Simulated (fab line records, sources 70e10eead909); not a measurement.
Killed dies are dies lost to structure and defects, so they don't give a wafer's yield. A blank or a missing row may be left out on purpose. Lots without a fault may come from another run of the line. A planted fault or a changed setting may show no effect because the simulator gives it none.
Chamber matching | flow nand_harc | NHARC_P_CONTACT_DEP_30 on pecvd-03: 3 sister chambers
The step deposits SiNx, target thk 30 nm. 3 wafers are shown with their chamber, then 7 later ones without.

WAFERS WITH THEIR CHAMBER
wafer  | chamber | heater_power_w (W)
L752.2 | 0       | 653
L753.4 | 1       | 572
L753.5 | 2       | 707

WAFERS WITHOUT THEIR CHAMBER
wafer  | heater_power_w (W)
L753.6 | 713
L757.1 | 707
L757.3 | 693
L757.5 | 692
L758.1 | 699
L758.2 | 601
L758.5 | 717

WHICH CHAMBER EACH WENT THROUGH
wafer  | from the rows above     | in truth
L753.6 | 2                       | 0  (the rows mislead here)
L757.1 | 2                       | 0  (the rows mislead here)
L757.3 | can't be placed: 2 or 0 | 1
L757.5 | can't be placed: 2 or 0 | 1
L758.1 | 2                       | 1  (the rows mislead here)
L758.2 | can't be placed: 1 or 0 | 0
L758.5 | 2                       | 2
Placed correctly: 1 of 7. Can't be placed from these rows: 3 (the true chamber is among the candidates in 1). Placed wrongly: 3.
How it was worked out, from the rows above alone: a wafer's distance from a chamber is the root of the sum, over the readings, of the square of ((its reading less the chamber's mean) divided by the reading's scatter). The wafer belongs to the nearest chamber; if the next one is less than 2 further off, it can't be placed. A chamber's mean is the mean of its shown wafers. The scatter: with one shown wafer a chamber, the root of the mean of the squares of how far each hidden wafer lies from its nearest shown one.
